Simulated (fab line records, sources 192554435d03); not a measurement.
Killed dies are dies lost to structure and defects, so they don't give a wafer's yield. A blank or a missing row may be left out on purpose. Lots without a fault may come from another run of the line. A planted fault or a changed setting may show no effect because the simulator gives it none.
Problem report in the 8D (eight disciplines) form, filled by code | flow n5_finfet | the parts of the form that need people (team, actions taken, sign-off) are left out

1. THE PROBLEM
susceptor_temp_C at N5_DUMMY_GATE_CVD_03 reads a mean of 552.21 C on 6 wafers of 2 lots; wafers without a fault read 529.98 C with a standard deviation of 0.11. That is +99 or more standard deviations from the usual mean.
The step: deposits a-Si from SiH4, target thk 150 nm, time 8042 s.
First seen on wafer L884.1, day 5 20:10, on lpcvd-01. The record holds 27 wafers of 9 lots with a number at this step. Rule for "out", or "out of limits": more than 4 standard deviations from the usual mean. The other wafers with a number count as sound.

2. WHAT IT IS AND WHAT IT IS NOT
question                    | is                                                                                                         | is not
which readings at this step | susceptor_temp_C, spike_tc_bottom_C, spike_tc_centre_C, spike_tc_lower_C, spike_tc_top_C, spike_tc_upper_C | zone_power_lower_pct
which lots                  | L884, L886                                                                                                 | L873, L874, L875, L876, L879, L880, L885
which wafers of those lots  | all that have a number                                                                                     | -
read on which tools         | lpcvd-01                                                                                                   | lpcvd-02
when                        | from day 5 20:10                                                                                           | up to then (18 sound wafers); but 3 sound wafers of L885 came after

3. SUSPECTS, AND WHAT RULES EACH OUT
Counting: a tool at a process step up to the reading stays a suspect if it ran every lot that is out and no sound lot after the first of them.
- lpcvd-01 at N5_DUMMY_GATE_CVD_03 (deposits a-Si from SiH4, target thk 150 nm, time 8042 s): kept. It ran every lot that is out, first L884 (day 5 20:10), and no sound lot after that; its last sound lot up to then is L880 (day 4 19:55). Its own readings are out on those wafers: spike_tc_bottom_C, spike_tc_centre_C, spike_tc_lower_C, spike_tc_top_C, spike_tc_upper_C, susceptor_temp_C.
Left after counting: lpcvd-01 at N5_DUMMY_GATE_CVD_03.

4. THE CAUSE (what the simulator had put in)
Process parameter drift: lpcvd-01, from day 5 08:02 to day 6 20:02, at N5_DUMMY_GATE_CVD_03. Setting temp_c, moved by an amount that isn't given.
Counting left only this tool.

5. THE CHAIN OF EFFECTS, in route order
Each row: a reading whose mean over the struck wafers that have a number lies more than 3 standard deviations from the usual. Only readings for which the record gives a usual standard deviation are gone through. hours: the time from each lot's start at the first step in this table that gives one to its start at this step, as a median over the lots. sigmas: the change in usual standard deviations.
hours | step                 | reading            | usual    | on struck wafers | change | sigmas
0     | N5_DUMMY_GATE_CVD_03 | spike_tc_bottom_C  | 553 C    | 579              | +26    | +6.3
0     | N5_DUMMY_GATE_CVD_03 | spike_tc_centre_C  | 531.5 C  | 553.3            | +21.8  | +30
0     | N5_DUMMY_GATE_CVD_03 | spike_tc_lower_C   | 529.5 C  | 552.3            | +22.8  | +29
0     | N5_DUMMY_GATE_CVD_03 | spike_tc_top_C     | 554.5 C  | 574.6            | +20.1  | +8.0
0     | N5_DUMMY_GATE_CVD_03 | spike_tc_upper_C   | 530.2 C  | 552.9            | +22.7  | +34
0     | N5_DUMMY_GATE_CVD_03 | susceptor_temp_C   | 529.98 C | 552.21           | +22.23 | +99 or more
4     | N5_DUMMY_GATE_CMP_04 | time_to_endpoint_s | 12 s     | 33               | +21    | +6.6
The process steps in it:
- N5_DUMMY_GATE_CVD_03: deposits a-Si from SiH4, target thk 150 nm, time 8042 s.
- N5_DUMMY_GATE_CMP_04: polishes a-Si.
Later measuring or inspecting steps at which every struck wafer that the step has a row for has a number for every such reading, and none has moved that far: N5_DUMMY_GATE_INSPECT_17, N5_BEOL_M4_RC_MEAS_101.

6. WHAT WOULD HAVE CAUGHT IT SOONER
In this record the first reading out of limits was taken at day 5 20:10, 12 hours after the fault began at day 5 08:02.
